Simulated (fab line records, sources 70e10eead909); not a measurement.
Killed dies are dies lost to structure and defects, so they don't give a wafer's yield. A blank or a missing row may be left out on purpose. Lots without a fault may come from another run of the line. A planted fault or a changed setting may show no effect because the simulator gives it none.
A struck lot beside a sound one | flow nand_harc | 14 steps out of a route of 1302
Sound: wafers L822.3, L822.4, L822.6. Struck: wafers L829.3, L829.4, L829.5. The cause comes at the end.
At each step with rows: each side's tool, then ch and its chambers, then its first start. Under that, the readings that differ: sound wafers | struck wafers | difference of the means | sigmas: that difference in standard deviations of wafers without a fault.
alike: readings whose means differ by less than 2 such deviations, and words and numbers that are the same on both sides. not compared: withheld readings, readings that some wafer has no value for, bounds like >300 that may hide the same value, and numbers for which the record gives no deviation and whose values overlap.
The two part at a step that has a row with sigmas, a row that says differs or no value, or rows on one side only. Numbers that don't overlap but have no deviation are shown without sigmas and don't part them. A reading that every wafer of one side lacks parts them only if that side has two wafers or more.

first, 4 steps without rows for these wafers: NHARC_P_GATE_EBR_07; NHARC_P_GATE_EXPOSE_08 (exposes mask P HV); NHARC_P_GATE_PEB_09 (peb time 85 s); NHARC_P_GATE_DEVELOP_10 (time 70 s).
NHARC_P_GATE_CD_MEAS_11: target cd 1640 nm.
  sound on cd_sem-03 ch 0, day 6 05:34; struck on cd_sem-01 ch 0, day 9 05:03
  reading    | sound                | struck               | difference | sigmas
  cd_nm (nm) | 1637.9 1642.1 1638.8 | 1643.3 1641.5 1642.6 | +2.9       | +2
then, 1 step without rows for these wafers: NHARC_P_GATE_HARDBAKE_12 (time 80 s).
NHARC_P_GATE_DESCUM_13: chemistry O2, time 3 s.
  sound on rie_diel-09 ch 2,3, day 6 05:43; struck on rie_diel-03 ch 2,3, day 9 05:12
  alike: drypump_motor_current_A, oes_product_au, rf_vpp_V, showerhead_plenum_p_Torr, throttle_valve_pct
  not compared: rf_hours_counter_h
then, 5 steps without rows for these wafers: NHARC_P_GATE_ETCH_14 (etches SiO2 in dHF, target depth 48.8 nm); NHARC_P_GATE_STRIP_15 (strips in SPM, time 780 s); NHARC_P_GATE_PRECLEAN_71 (cleans in SC1); NHARC_P_GATE_SRD_72; NHARC_P_GATE_OXIDE_16 (material SiO2, target thk 3 nm, ox time 392 s).
NHARC_P_GATE_CVD_17: deposits poly-Si, target thk 150 nm, time 900 s.
  sound on lpcvd_poly-04 ch 0, day 6 15:32; struck on lpcvd_poly-03 ch 0, day 9 18:11
NHARC_P_GATE_HM_DEP_102: deposits aC, target thk 120 nm.
  sound on acl_dep-01 ch 0, day 6 22:11; struck on acl_dep-02 ch 0, day 9 23:34
  alike: throttle_valve_pct

WHERE THEY PART
Only at NHARC_P_GATE_CD_MEAS_11, within this record. Later steps at which nothing parts them and some readings are alike: NHARC_P_GATE_DESCUM_13, NHARC_P_GATE_HM_DEP_102.

WHY: what the simulator had put in
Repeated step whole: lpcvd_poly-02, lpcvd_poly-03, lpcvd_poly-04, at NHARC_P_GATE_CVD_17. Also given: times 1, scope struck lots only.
